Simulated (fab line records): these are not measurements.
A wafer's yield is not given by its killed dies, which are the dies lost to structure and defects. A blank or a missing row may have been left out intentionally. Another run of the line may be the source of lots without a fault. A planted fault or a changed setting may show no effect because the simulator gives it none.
Split-lot experiment || flow n5_finfet || route with 1938 steps; 7 lots, 21 wafers read

== THE SPLIT ==
At N5_BEOL_M10_COAT_22 (resist thk 90 nm), the setting spin_rpm was moved away from the recipe's 1500 rpm on 3 of the 21 wafers read, by -11.1% to -4.7%. All remaining wafers had this setting at the recipe value.

== FROM THE SPLIT TO THE READING: what the file shows between them, 1 step ==
- N5_BEOL_M10_PEB_26: peb time 60 s (also split here: peb_time_s)

== THE READING ==
CAR-ArF_of_BEOL_M10_COAT_22.thk_nm (the simulator's own value, which no gauge read), in nm, at N5_BEOL_M10_DEVELOP_27 (develop time 30 s). The file gives no usual value for it. Here, 18 wafers ran the recipe; their average is 88.7 nm with a standard deviation of 0.28 nm.

{"wafer": "L075.1", "tool, chamber at the split": "litho_track-05, 0", "spin_rpm as run, rpm": 1500, "against the recipe": "recipe", "CAR-ArF_of_BEOL_M10_COAT_22.thk_nm, nm": 88.8, "against lot-mates on the recipe": "-"}
{"wafer": "L075.2", "tool, chamber at the split": "litho_track-05, 0", "spin_rpm as run, rpm": 1500, "against the recipe": "recipe", "CAR-ArF_of_BEOL_M10_COAT_22.thk_nm, nm": 88.4, "against lot-mates on the recipe": "-"}
{"wafer": "L075.3", "tool, chamber at the split": "litho_track-05, 0", "spin_rpm as run, rpm": 1500, "against the recipe": "recipe", "CAR-ArF_of_BEOL_M10_COAT_22.thk_nm, nm": 88.4, "against lot-mates on the recipe": "-"}
{"wafer": "L079.1", "tool, chamber at the split": "litho_track-05, 0", "spin_rpm as run, rpm": 1500, "against the recipe": "recipe", "CAR-ArF_of_BEOL_M10_COAT_22.thk_nm, nm": 88.8, "against lot-mates on the recipe": "-"}
{"wafer": "L079.2", "tool, chamber at the split": "litho_track-05, 0", "spin_rpm as run, rpm": 1500, "against the recipe": "recipe", "CAR-ArF_of_BEOL_M10_COAT_22.thk_nm, nm": 88.8, "against lot-mates on the recipe": "-"}
{"wafer": "L079.5", "tool, chamber at the split": "litho_track-05, 0", "spin_rpm as run, rpm": 1500, "against the recipe": "recipe", "CAR-ArF_of_BEOL_M10_COAT_22.thk_nm, nm": 88.8, "against lot-mates on the recipe": "-"}
{"wafer": "L081.3", "tool, chamber at the split": "litho_track-05, 0", "spin_rpm as run, rpm": 1334, "against the recipe": "-11.1%", "CAR-ArF_of_BEOL_M10_COAT_22.thk_nm, nm": 94, "against lot-mates on the recipe": "+5.4"}
{"wafer": "L081.6", "tool, chamber at the split": "litho_track-05, 0", "spin_rpm as run, rpm": 1334, "against the recipe": "-11.1%", "CAR-ArF_of_BEOL_M10_COAT_22.thk_nm, nm": 94, "against lot-mates on the recipe": "+5.4"}
{"wafer": "L081.5", "tool, chamber at the split": "litho_track-05, 0", "spin_rpm as run, rpm": 1500, "against the recipe": "recipe", "CAR-ArF_of_BEOL_M10_COAT_22.thk_nm, nm": 88.6, "against lot-mates on the recipe": "-"}
{"wafer": "L086.2", "tool, chamber at the split": "litho_track-05, 0", "spin_rpm as run, rpm": 1500, "against the recipe": "recipe", "CAR-ArF_of_BEOL_M10_COAT_22.thk_nm, nm": 89.2, "against lot-mates on the recipe": "-"}
{"wafer": "L086.4", "tool, chamber at the split": "litho_track-05, 0", "spin_rpm as run, rpm": 1500, "against the recipe": "recipe", "CAR-ArF_of_BEOL_M10_COAT_22.thk_nm, nm": 89, "against lot-mates on the recipe": "-"}
{"wafer": "L086.6", "tool, chamber at the split": "litho_track-05, 0", "spin_rpm as run, rpm": 1500, "against the recipe": "recipe", "CAR-ArF_of_BEOL_M10_COAT_22.thk_nm, nm": 89, "against lot-mates on the recipe": "-"}
{"wafer": "L091.3", "tool, chamber at the split": "litho_track-05, 0", "spin_rpm as run, rpm": 1500, "against the recipe": "recipe", "CAR-ArF_of_BEOL_M10_COAT_22.thk_nm, nm": 88.4, "against lot-mates on the recipe": "-"}
{"wafer": "L091.4", "tool, chamber at the split": "litho_track-05, 0", "spin_rpm as run, rpm": 1500, "against the recipe": "recipe", "CAR-ArF_of_BEOL_M10_COAT_22.thk_nm, nm": 88.4, "against lot-mates on the recipe": "-"}
{"wafer": "L091.6", "tool, chamber at the split": "litho_track-05, 0", "spin_rpm as run, rpm": 1500, "against the recipe": "recipe", "CAR-ArF_of_BEOL_M10_COAT_22.thk_nm, nm": 88.4, "against lot-mates on the recipe": "-"}
{"wafer": "L090.4", "tool, chamber at the split": "litho_track-05, 0", "spin_rpm as run, rpm": 1500, "against the recipe": "recipe", "CAR-ArF_of_BEOL_M10_COAT_22.thk_nm, nm": 88.2, "against lot-mates on the recipe": "-"}
{"wafer": "L090.5", "tool, chamber at the split": "litho_track-05, 0", "spin_rpm as run, rpm": 1500, "against the recipe": "recipe", "CAR-ArF_of_BEOL_M10_COAT_22.thk_nm, nm": 88.2, "against lot-mates on the recipe": "-"}
{"wafer": "L090.6", "tool, chamber at the split": "litho_track-05, 0", "spin_rpm as run, rpm": 1430, "against the recipe": "-4.7%", "CAR-ArF_of_BEOL_M10_COAT_22.thk_nm, nm": 90.8, "against lot-mates on the recipe": "+2.6"}
{"wafer": "L097.1", "tool, chamber at the split": "litho_track-05, 0", "spin_rpm as run, rpm": 1500, "against the recipe": "recipe", "CAR-ArF_of_BEOL_M10_COAT_22.thk_nm, nm": 88.8, "against lot-mates on the recipe": "-"}
{"wafer": "L097.2", "tool, chamber at the split": "litho_track-05, 0", "spin_rpm as run, rpm": 1500, "against the recipe": "recipe", "CAR-ArF_of_BEOL_M10_COAT_22.thk_nm, nm": 88.8, "against lot-mates on the recipe": "-"}
{"wafer": "L097.4", "tool, chamber at the split": "litho_track-05, 0", "spin_rpm as run, rpm": 1500, "against the recipe": "recipe", "CAR-ArF_of_BEOL_M10_COAT_22.thk_nm, nm": 88.8, "against lot-mates on the recipe": "-"}

THE FIT
A straight line over all 21 wafers: CAR-ArF_of_BEOL_M10_COAT_22.thk_nm changes by -0.481 nm for each +1% of spin_rpm; r = -0.99; the points scatter about the line by 0.27 nm.
The same after taking each lot's own level away (the mean of its wafers on the recipe; 21 wafers): -0.493 nm for each +1%; r = -1.00; scatter 0.11 nm.
The reading moves by 5.5 nm for the largest change in spin_rpm, on that fit.
The lots' own levels span 88.20 to 89.07 nm, that is 3.1 times the standard deviation above.
Consequently the slope shifts little with the lot-to-lot level, the two slopes agreeing.
Check: with one of the wafers moved furthest among these (-11.1%) left out of the fit, the line predicts +5.51 nm for it against its lot-mates. Against them it came out at +5.4 nm.

== ADDITIONAL SPLITS CARRIED BY THESE WAFERS ==
Note: prior to the reading, these wafers also went through further splits. Each is held against what the fit with the lots' levels taken away leaves over:
{"other split on the same wafers": "N5_BEOL_M6_ETCH_66 bias_w", "wafers away from the commonest value": 9, "r with CAR-ArF_of_BEOL_M10_COAT_22.thk_nm (lot level and that fit taken away)": "+0.05"}
{"other split on the same wafers": "N5_BEOL_M6_TRENCH_ETCH_37 bias_w", "wafers away from the commonest value": 8, "r with CAR-ArF_of_BEOL_M10_COAT_22.thk_nm (lot level and that fit taken away)": -0.19}
{"other split on the same wafers": "N5_BEOL_M7_EXPOSE_25 dose_mj", "wafers away from the commonest value": 4, "r with CAR-ArF_of_BEOL_M10_COAT_22.thk_nm (lot level and that fit taken away)": -0.06}
{"other split on the same wafers": "N5_BEOL_M8_DESCUM_33 time_s", "wafers away from the commonest value": 7, "r with CAR-ArF_of_BEOL_M10_COAT_22.thk_nm (lot level and that fit taken away)": "+0.18"}
{"other split on the same wafers": "N5_BEOL_M8_ETCH_72 h2_flow_sccm", "wafers away from the commonest value": 10, "r with CAR-ArF_of_BEOL_M10_COAT_22.thk_nm (lot level and that fit taken away)": -0.38}
{"other split on the same wafers": "N5_BEOL_M10_PEB_26 peb_time_s", "wafers away from the commonest value": 4, "r with CAR-ArF_of_BEOL_M10_COAT_22.thk_nm (lot level and that fit taken away)": -0.20}

== THE WHOLE CHAIN: every reading that the file lists as answering this split, in the file's order ==
{"step": "N5_BEOL_M10_COAT_22", "what it does": "resist thk 90 nm", "reading": "CAR-ArF_of_BEOL_M10_COAT_22.thk_nm (the simulator's own value, which no gauge read)", "change (the file's fit)": "-0.494 nm for each +1% of the setting", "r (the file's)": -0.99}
{"step": "N5_BEOL_M10_DEVELOP_27", "what it does": "develop time 30 s", "reading": "CAR-ArF_of_BEOL_M10_COAT_22.thk_nm (the simulator's own value, which no gauge read)", "change (the file's fit)": "-0.498 nm for each +1% of the setting", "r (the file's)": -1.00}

== FILE'S OWN FIT ==
CAR-ArF_of_BEOL_M10_COAT_22.thk_nm changes by -0.498 nm for each +1% of spin_rpm, r = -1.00.
